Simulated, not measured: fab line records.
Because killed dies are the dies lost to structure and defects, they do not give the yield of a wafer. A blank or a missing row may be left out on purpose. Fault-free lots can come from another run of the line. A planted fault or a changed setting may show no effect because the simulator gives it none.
Chamber matching    flow n5_finfet    N5_BEOL_M8_ETCH_62 on rie_diel-02 has 4 sister chambers
The step etches SOC in N2/H2, target depth 110 nm, overetch 22 nm, time 165 s. 4 wafers are shown with their chamber, then 10 later ones without.

## WAFERS WITH THEIR CHAMBER
wafer   chamber  showerhead_plenum_p_Torr (Torr)
L081.4  3        2.60
L081.6  1        2.69
L084.1  0        2.46
L084.2  2        2.42

## WAFERS WHOSE CHAMBER IS MISSING
wafer   showerhead_plenum_p_Torr (Torr)
L084.5  2.42
L086.1  2.46
L086.2  2.41
L086.4  2.60
L088.1  2.45
L088.3  2.41
L088.5  2.59
L096.1  2.45
L096.3  2.59
L096.5  2.41

## CHAMBER TAKEN BY EACH
wafer   from the rows above  in truth
L084.5  2                    2
L086.1  0                    0
L086.2  2                    2
L086.4  3                    3
L088.1  0                    0
L088.3  2                    2
L088.5  3                    3
L096.1  0                    0
L096.3  3                    3
L096.5  2                    2
10 of 10 placed correctly. From these rows, 0 cannot be placed. 0 placed wrongly.
How it was worked out, from the rows above alone: a wafer's distance from a chamber is the root of the sum, over the readings, of the square of ((its reading less the chamber's mean) divided by the reading's scatter). If the next closest chamber is less than 2 further off than the closest, the wafer can't be placed; otherwise it belongs to the closest. The mean given for a chamber averages the wafers shown for that chamber. The scatter: root of mean squared gap, hidden wafer to nearest shown wafer, with one shown wafer a chamber.
